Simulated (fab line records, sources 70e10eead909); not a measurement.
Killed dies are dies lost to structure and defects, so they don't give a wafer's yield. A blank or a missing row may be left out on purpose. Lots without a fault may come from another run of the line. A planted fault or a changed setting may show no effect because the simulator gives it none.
fab line records | flow nand_harc
record lots=6 wafers=18 last_day=32
route steps=1302 shown P_STI@69 END@1302
lots that met no fault: from a run of the same line without faults
start_h: hours from the record's first day to the start of the lot's first wafer shown | wait_h: hours since the lot's step before | " the same as in the row above | L1.1+2: a row that stands for several wafers | - no value, or no start given | * or withheld: withheld | < > ~ a bound
route shown NAME@n: a module of which the file shows steps, and the number in the route of the first | usual: mean/standard deviation of fault-free wafers | same: alike in all rows | chamber/n: place in a boat | sites: the reading at each site | _std_site: their standard deviation | _edge_site: outer sites' mean less inner sites' | radius_mm: how far each site lies from the wafer's centre | mask NAME#n: copy n | behind: the tool/chamber that last shaped the wafer | hold: why the lot was held/for how many hours/how that ended | device: the transistor (n, p or np) that didn't switch | end of line: the same wafers' tests at the end of the route | a step without rows: its recipe alone | killed: dies lost to structure and defects at the first sort, not the wafer's yield | map: a wafer's dies, x killed, . not, _ none there
set.NAME: the setting as run; set.NAME@STEP: as run at that earlier step | model.NAME: the simulator's own value behind a step, which no gauge read
lots at some steps of the route; a table a step, a row a wafer
services: from which hour (start_h, from the record's first day; less than 0 if before it) a tool's chamber was out of use, for how many hours, and why
## steps
# step NHARC_P_STI_ETCH_26
# recipe target_depth_a=110 chemistry=dHF material=SiO2
# step NHARC_P_STI_PRECLEAN_27
# recipe time_s=* temp_c=50 bath_age_min=0 chemistry=SC1
# step NHARC_P_STI_SRD_28
# step NHARC_P_STI_OXIDE_29
# recipe target_thk_a=100 temp_c=900 ox_time_s=1362 material=SiO2
# step NHARC_P_STI_HM_DEP_30
# recipe target_thk_a=800 temp_c=790 pressure_mtorr=300 time_s=873 material=Si3N4
# step NHARC_P_STI_DEHYDRATE_01
# recipe temp_c=150 time_s=120
# step NHARC_P_STI_HMDS_02
# recipe time_s=30
# step NHARC_P_STI_COAT_41
# recipe temp_c=200 time_s=65
# step NHARC_P_STI_COAT_03
# recipe spin_rpm=2000 resist_thk_nm=600
# step NHARC_P_STI_SOFTBAKE_04
# recipe temp_c=125 time_s=70
# step NHARC_P_STI_EBR_05
# step NHARC_P_STI_EXPOSE_06
# recipe na=0.55 target_cd_nm=200 dose_mj=37.69 mask_id=P_STI
# step NHARC_P_STI_PEB_07
# recipe peb_temp_c=128 peb_time_s=80
# usual plate_temp_C=128.01/0.14
# columns lot.wafer tool chamber start_h wait_h plate_temp_C
L503.2 litho_track-05 0 81.69 0.1 128.14
L503.4 " 0 " " 128.19
L503.5 " 0 " " 128.01
L510.3 litho_track-05 0 154.85 0.1 127.84
L510.5 " 0 " " 127.92
L510.6 " 0 " " 127.70
L514.1 litho_track-07 0 193.95 0.1 127.99
L514.2 " 0 " " 127.85
L514.6 " 0 " " 127.89
L516.2 litho_track-07 0 213.74 0.1 128.66
L516.3 " 0 " " 128.86
L516.5 " 0 " " 128.79
L517.2 litho_track-07 0 224.49 0.1 128.92
L517.5 " 0 " " 128.94
L517.6 " 0 " " 129.03
L520.4 litho_track-05 0 254.78 0.0 128.07
L520.5 " 0 " " 128.22
L520.6 " 0 " " 128.13
# step NHARC_P_STI_DEVELOP_08
# recipe time_s=50 dev_temp_c=22
# step NHARC_P_STI_CD_MEAS_09
# recipe target_cd_nm=200 landing_energy_ev=500
# usual cd_nm=199.8/1.9
# columns lot.wafer tool chamber start_h wait_h cd_nm
L503.2 cd_sem-01 0 81.78 - 202.3
L503.4 " 0 " " 199.7
L503.5 " 0 " " 203.2
L510.3 cd_sem-01 0 154.94 - 197.7
L510.5 " 0 " " 199.3
L510.6 " 0 " " 198.6
L514.1 cd_sem-02 0 194.03 - 199.8
L514.2 " 0 " " 198.8
L514.6 " 0 " " 200.4
L516.2 cd_sem-02 0 213.82 - 206.5
L516.3 " 0 " " 206.9
L516.5 " 0 " " 207.9
L517.2 cd_sem-01 0 224.57 - 207.5
L517.5 " 0 " " 205.8
L517.6 " 0 " " 208.0
L520.4 cd_sem-02 0 254.87 - 198.6
L520.5 " 0 " " 202.5
L520.6 " 0 " " 200.3
# step NHARC_P_STI_OVL_MEAS_10
# usual overlay_x_nm=-2/6.5 overlay_y_nm=1/5.8
# columns lot.wafer tool chamber start_h wait_h overlay_x_nm overlay_y_nm
L503.2 overlay-01 - 81.86 - 0 3
L503.4 " - " " 0 3
L503.5 " - " " 0 3
L510.3 overlay-02 - 155.02 - -6 -12
L510.5 " - " " -6 -12
L510.6 " - " " -6 -13
L514.1 overlay-02 - 194.12 - 2 8
L514.2 " - " " 2 8
L514.6 " - " " 2 8
L516.2 overlay-02 - 213.91 - -2 -4
L516.3 " - " " -2 -4
L516.5 " - " " -2 -4
L517.2 overlay-02 - 224.66 - -1 2
L517.5 " - " " 0 2
L517.6 " - " " 0 2
L520.4 overlay-02 - 254.95 - 5 3
L520.5 " - " " 5 2
L520.6 " - " " 5 3
# step NHARC_P_STI_INSPECT_11
# usual raw_defect_count=6/3.4
# columns lot.wafer tool chamber start_h wait_h raw_defect_count
L503.2 defect_inspect-01 - 81.90 0.0 4
L503.4 " - " " 6
L503.5 " - " " 5
L510.3 defect_inspect-01 - 155.06 0.0 2
L510.5 " - " " 11
L510.6 " - " " 3
L514.1 defect_inspect-02 - 194.16 0.0 5
L514.2 " - " " 6
L514.6 " - " " 5
L516.2 defect_inspect-01 - 213.95 0.0 6
L516.3 " - " " 8
L516.5 " - " " 4
L517.2 defect_inspect-02 - 224.70 0.0 6
L517.5 " - " " 6
L517.6 " - " " 9
L520.4 defect_inspect-01 - 254.99 0.0 8
L520.5 " - " " 1
L520.6 " - " " 5
# step NHARC_P_STI_HARDBAKE_13
# recipe temp_c=118 time_s=65
# step NHARC_P_STI_DESCUM_14
# recipe time_s=3 o2_flow_sccm=200 ar_flow_sccm=0 bias_power_w=0 chemistry=O2
# usual drypump_motor_current_A=5.6/0.5 mfc_ar_sccm=0.004/0.0066 oes_product_au=1.001/0.011 rf_vpp_V=57.8/0.88 showerhead_plenum_p_Torr=1.91/0.08 throttle_valve_pct=11.312/0.0087
# columns lot.wafer tool chamber start_h wait_h drypump_motor_current_A mfc_ar_sccm oes_product_au rf_hours_counter_h rf_vpp_V showerhead_plenum_p_Torr throttle_valve_pct model.P_STI.cd_nm
L503.4 rie_diel-01 2 82.03 - 6.2 0 0.998 1 57.5 1.88 11.319 200.6
L503.2 " 3 " " 5.5 0 1.001 2 59.3 2.07 11.323 202.6
L503.5 " 2 " " 6.2 0 0.998 - 59.0 1.88 11.322 203.5
L510.3 rie_diel-01 0 155.19 - 4.9 0.004 1.029 4 59.4 1.95 11.314 197.5
L510.6 " 0 " " 4.8 0.004 1.011 - 57.8 1.95 11.309 198
L510.5 " 1 " " 5.6 0 1.001 - 58.1 1.83 11.337 198.8
L514.1 rie_diel-12 3 194.29 - 5.6 0 0.982 6 59.0 1.86 11.311 200.3
L514.2 " 1 " " 5.8 0 0.993 6 57.4 1.86 11.317 198.6
L514.6 " 3 " " 5.6 0 0.989 - 56.6 1.86 11.301 201.1
L516.3 rie_diel-12 3 214.09 - 5.5 0 0.975 7 57.1 1.86 11.313 207.5
L516.2 " 0 " " 6.6 0 1.000 7 58.7 1.95 11.316 206.3
L516.5 " 3 " " 5.5 0 0.987 - 57.5 1.86 11.305 208.6
L517.2 rie_diel-12 0 224.84 - 6.6 0 1.019 8 57.4 1.95 11.320 207.3
L517.5 " 3 " " 5.5 0 0.981 - 58.4 1.86 11.304 206
L517.6 " 0 " " 6.6 0 1.005 - 59.8 1.95 11.319 207.7
L520.6 rie_diel-12 0 255.15 - 6.6 0 1.008 - 58.6 1.95 11.309 200.1
L520.4 " 1 " " 5.7 0 0.982 - 57.5 1.86 11.310 197.8
L520.5 " 3 " " 5.6 0 0.983 - 57.6 1.86 11.309 202.7
# step NHARC_P_STI_ETCH_42
# recipe target_depth_a=800 overetch_a=240 time_s=61 ion_energy_ev=200 n2_flow_sccm=150 h2_flow_sccm=150 ar_flow_sccm=0 rf_w=400 bias_w=150 chemistry=N2/H2
# usual drypump_motor_current_A=5.5/0.49 mfc_ar_sccm=0.004/0.0068 oes_product_au=1.001/0.01 rf_fwd_power_W=396.2/1.7 rf_vpp_V=430.4/2.5 showerhead_plenum_p_Torr=2.04/0.091 throttle_valve_pct=14.171/0.0087
# columns lot.wafer tool chamber start_h wait_h drypump_motor_current_A mfc_ar_sccm oes_product_au rf_fwd_power_W rf_hours_counter_h rf_vpp_V showerhead_plenum_p_Torr throttle_valve_pct
L503.4 rie_diel-01 1 82.13 0.1 5.6 0 1.006 397.5 1 426.9 1.95 14.154
L503.2 " 2 " " 6.2 0 0.998 399.7 1 429.9 2.00 14.175
L503.5 " 3 " " 5.5 0 1.003 395.6 - 435.0 2.21 14.160
L510.3 rie_diel-01 1 155.29 0.1 5.6 0 1.011 396.8 4 428.5 1.95 14.171
L510.6 " 3 " " 5.5 0 0.994 395.6 - 433.0 2.21 14.179
L510.5 " 0 " " 4.9 0.004 1.022 396.7 - 431.1 2.08 14.167
L514.1 rie_diel-12 1 194.38 0.1 5.8 0 0.992 395.8 6 429.3 1.98 14.155
L514.2 " 3 " " 5.6 0 0.975 400.2 6 428.7 1.98 14.177
L514.6 " 2 " " 5.3 0 0.984 397.3 - 429.5 2.02 14.173
L516.2 rie_diel-12 1 214.17 0.1 5.8 0 0.998 396.4 7 429.7 1.98 14.167
L516.3 " 2 " " 5.3 0 1.000 396.9 7 430.9 2.02 14.175
L516.5 " 1 " " 5.8 0 0.996 395.1 - 430.4 1.98 14.170
L517.2 rie_diel-12 0 224.93 0.1 6.6 0 1.000 398.6 8 432.0 2.08 14.181
L517.6 " 2 " " 5.3 0 1.009 397.9 - 431.6 2.02 14.169
L517.5 " 3 " " 5.6 0 0.992 399.1 - 428.2 1.98 14.179
L520.5 rie_diel-12 3 255.24 0.1 5.6 0 0.986 398.6 - 428.4 1.98 14.159
L520.6 " 0 " " 6.6 0 0.998 396.0 - 432.1 2.07 14.169
L520.4 " 1 " " 5.8 0 1.004 395.7 - 429.0 1.98 14.164
# step NHARC_P_STI_ETCH_31
# recipe target_depth_a=1089 time_s=54.5 cf4_flow_sccm=100 chf3_flow_sccm=30 ar_flow_sccm=0 rf_w=500 bias_w=200 chemistry=CF4/CHF3
# usual drypump_motor_current_A=5.6/0.5 oes_product_au=0.961/0.02 rf_fwd_power_W=495.0/2.3 rf_vpp_V=370.4/2.3 showerhead_plenum_p_Torr=1.57/0.062 throttle_valve_pct=16.801/0.0094
# same mfc_ar_sccm=0
# columns lot.wafer tool chamber start_h wait_h drypump_motor_current_A oes_product_au rf_fwd_power_W rf_hours_counter_h rf_vpp_V showerhead_plenum_p_Torr throttle_valve_pct
L503.4 rie_diel-01 2 - - 6.2 0.976 493.7 1 368.5 1.55 16.799
L503.2 " 1 " " 5.7 0.979 492.9 1 368.2 1.51 16.797
L503.5 " 3 " " 5.5 0.967 493.4 - 374.8 1.69 16.790
L510.3 rie_diel-01 3 - - 5.5 0.977 494.5 4 375.5 1.69 16.812
L510.5 " 2 " " 6.2 0.981 493.8 - 369.6 1.55 16.812
L510.6 " 3 " " 5.5 0.982 493.0 - 373.3 1.69 16.797
L514.1 rie_diel-12 0 - - 6.6 0.967 497.6 6 370.4 1.60 16.794
L514.2 " 1 " " 5.7 0.980 495.9 6 370.1 1.53 16.797
L514.6 " 3 " " 5.5 0.948 494.9 - 369.4 1.53 16.792
L516.2 rie_diel-12 0 - - 6.6 0.983 495.7 8 371.3 1.60 16.813
L516.3 " 2 " " 5.3 0.975 497.3 7 370.6 1.56 16.817
L516.5 " 0 " " 6.6 0.985 498.6 - 372.8 1.60 16.795
L517.2 rie_diel-12 3 - - 5.6 0.902 497.2 8 369.8 1.53 16.805
L517.5 " 0 " " 6.6 0.924 496.0 - 372.2 1.60 16.799
L517.6 " 1 " " 5.8 0.915 495.9 - 369.5 1.53 16.794
L520.5 rie_diel-12 3 - - 5.5 0.943 494.5 - 370.6 1.53 16.788
L520.6 " 0 " " 6.6 0.971 491.8 - 371.5 1.60 16.799
L520.4 " 1 " " 5.8 0.960 494.2 - 368.2 1.53 16.805
# step NHARC_P_STI_ETCH_15
# recipe target_depth_a=3000 taper_deg=4 time_s=100.1 hbr_flow_sccm=150 cl2_flow_sccm=50 rf_w=400 icp_w=400 bias_w=100 chemistry=HBr/Cl2
# usual drypump_motor_current_A=5.9/0.32 oes_product_au=0.999/0.0094 rf_fwd_power_W=397.4/1.3 throttle_valve_pct=26.405/0.01
# columns lot.wafer tool chamber start_h wait_h drypump_motor_current_A oes_product_au rf_fwd_power_W rf_hours_counter_h throttle_valve_pct model.P_STI.cd_nm
L503.4 rie_si-02 2 82.33 - 5.9 1.007 399.2 1.0 26.386 200
L503.2 " 0 " " 5.2 1.001 396.0 1.1 26.397 201.3
L503.5 " 1 " " 5.6 1.000 397.4 - 26.398 202
L510.3 rie_si-05 2 155.48 - 5.4 1.015 397.2 0.1 26.412 196.8
L510.5 " 1 " " 6.0 1.008 398.3 - 26.402 199.1
L510.6 " 2 " " 5.4 0.999 397.9 - 26.394 196.3
L514.1 rie_si-05 0 194.57 - 5.9 0.997 398.2 0.4 26.406 201.4
L514.2 " 1 " " 6.0 0.992 397.9 0.4 26.403 198
L514.6 " 1 " " 6.0 0.992 397.0 - 26.402 201.4
L516.2 rie_si-03 1 214.35 - 6.2 1.000 395.5 0.9 26.397 207.6
L516.3 " 2 " " 6.1 0.997 396.4 1.0 26.409 208.3
L516.5 " 1 " " 6.2 1.000 395.9 - 26.409 209.7
L517.2 rie_si-02 2 225.12 - 6.0 0.995 396.3 0.9 26.400 206.9
L517.6 " 2 " " 6.0 0.992 396.7 - 26.384 208
L517.5 " 3 " " 5.6 1.006 397.4 - 26.404 205.3
L520.4 rie_si-03 2 255.47 - 6.1 0.998 396.5 0.2 26.416 198.5
L520.6 " 0 " " 6.0 1.007 398.3 - 26.403 199.3
L520.5 " 1 " " 6.2 0.990 394.5 - 26.415 202.5
# step NHARC_P_STI_CD_MEAS_16
# usual cd_nm=199.5/2.1
# columns lot.wafer tool chamber start_h wait_h cd_nm
L503.2 cd_sem-02 - 82.48 - 201.4
L503.4 " - " " 200.0
L503.5 " - " " 201.8
L510.3 cd_sem-01 - 155.63 - 196.6
L510.5 " - " " 198.9
L510.6 " - " " 195.9
L514.1 cd_sem-01 - 194.73 - 201.4
L514.2 " - " " 197.9
L514.6 " - " " 201.3
L516.2 cd_sem-03 - 214.52 - 207.5
L516.3 " - " " 208.5
L516.5 " - " " 209.3
L517.2 cd_sem-01 - 225.30 - 206.6
L517.5 " - " " 205.2
L517.6 " - " " 207.7
L520.4 cd_sem-02 - 255.61 - 198.5
L520.5 " - " " 202.0
L520.6 " - " " 199.7
# step NHARC_P_STI_OCD_MEAS_17
# usual trench_depth_nm=300/4.2 trench_foot_cd_nm=157.8/2
# columns lot.wafer tool chamber start_h wait_h trench_depth_nm trench_foot_cd_nm
L503.2 ocd-02 - 82.56 0.1 302 160.0
L503.4 " - " " 301 158.2
L503.5 " - " " 303 160.8
L510.3 ocd-02 - 155.72 0.1 305 155.3
L510.5 " - " " 303 156.8
L510.6 " - " " 302 156.3
L514.1 ocd-01 - 194.81 0.1 301 158.1
L514.2 " - " " 298 157.4
L514.6 " - " " 295 159.4
L516.2 ocd-02 - 214.60 0.1 300 164.1
L516.3 " - " " 297 165.2
L516.5 " - " " 299 166.0
L517.2 ocd-02 - 225.39 0.1 300 165.9
L517.5 " - " " 302 164.2
L517.6 " - " " 300 166.2
L520.4 ocd-01 - 255.69 0.1 299 156.5
L520.5 " - " " 292 161.2
L520.6 " - " " 297 158.8
# step NHARC_P_STI_STRIP_19
# recipe time_s=900 temp_c=130 chemistry=SPM
# step NHARC_END_SORT_01
# recipe temp_c=25
# usual killed_at_array=53/21 killed_at_other=1.1/1.5 killed_at_periphery=3.9/2.7 killed_dies=58/21 killed_open=3.4/1.9 killed_short=2.3/1.5
# same gross_dies=677
# columns lot.wafer tool chamber start_h wait_h killed_at_array killed_at_other killed_at_periphery killed_dies killed_open killed_short
L510.3 prober-01 0 678.96 3.1 67 0 7 74 3 7
L510.6 prober-01 0 681.35 4.0 56 1 12 69 3 4
# killed by level:class
L510.3 A_SLIT:chamber_film_flake=34 A_CHANNEL_HOLE_D1:chamber_film_flake=7 A_BLC:chamber_film_flake=6 A_CONTACT:chamber_film_flake=5 A_STAIRCASE:chamber_film_flake=4 P_CONTACT:chamber_film_flake=3 A_M0:geometric_particle:short=2 P_GATE:geometric_particle:short=1
L510.6 A_SLIT:chamber_film_flake=32 P_CONTACT:chamber_film_flake=8 A_BLC:chamber_film_flake=7 A_CHANNEL_HOLE_D1:chamber_film_flake=6 P_STI:chamber_film_flake=3 A_ONON_D2:geometric_particle:short=2 A_STAIRCASE:chamber_film_flake=2 P_M0:geometric_particle:open=1
## services
# columns tool chamber start_h hours kind
rie_si-05 1 61.71 4.2 repair
rie_diel-12 0 70.40 - clean
rie_diel-12 1 70.40 - clean
rie_diel-12 2 70.40 - clean
rie_diel-12 3 70.40 - clean
litho_track-07 - 76.00 7.0 pm
rie_diel-12 - 91.40 9.0 pm
rie_diel-12 0 91.40 9.0 vent_cycle
rie_si-02 - 100.00 9.0 pm
rie_diel-12 1 106.15 2.4 repair
rie_diel-01 1 119.68 7.7 repair
litho_track-05 - 124.00 7.0 pm
rie_si-02 1 124.55 11.8 repair
rie_si-05 - 128.00 9.0 pm
rie_diel-12 - 139.41 0.7 repair
rie_si-02 1 141.59 95.0 repair
rie_si-02 2 159.54 1.3 repair
rie_diel-12 - 173.48 1.7 repair
rie_diel-01 - 203.80 9.0 pm
rie_si-03 - 221.00 9.0 pm
rie_si-03 1 234.68 2.4 repair
rie_si-05 1 244.04 2.1 repair
litho_track-07 - 251.00 7.0 pm
rie_diel-12 2 254.31 8.6 repair
## key
first_sign step=NHARC_P_STI_PEB_07 reading=plate_temp_C direction=up sigmas=6.1 usual=* struck=*
effect step=NHARC_P_STI_CD_MEAS_09 reading=cd_nm direction=up sigmas=3.9 usual=199.8 struck=207.1
effect step=NHARC_P_STI_CD_MEAS_16 reading=cd_nm direction=up sigmas=3.8 usual=199.5 struck=207.5
effect step=NHARC_P_STI_OCD_MEAS_17 reading=trench_foot_cd_nm direction=up sigmas=3.8 usual=157.8 struck=165.3
model_effect step=NHARC_P_STI_DESCUM_14 value=P_STI.cd_nm without=200.7 struck=207.2
model_effect step=NHARC_P_STI_ETCH_15 value=P_STI.cd_nm without=201.1 struck=207.6
met_at NHARC_P_STI_PEB_07
struck_wafers L516.2,L516.3,L516.5,L517.2,L517.5,L517.6
tester_left_out L516,L517
onset_between 193.95 213.74
fault kind=process_parameter_drift tool=litho_track-07 chamber=- onset_h=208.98 steps=NHARC_P_STI_PEB_07 channel=peb_temp_c offset=* shape=step end_h=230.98 acts_in=* stated=*
# tester_left_out: of these lots the tester's yield and bins aren't shown, on N5 and GAA mostly nor the transistor test; their killed dies are dies lost to structure and defects alone, not to doping, threshold or leakage, so they don't give the yield
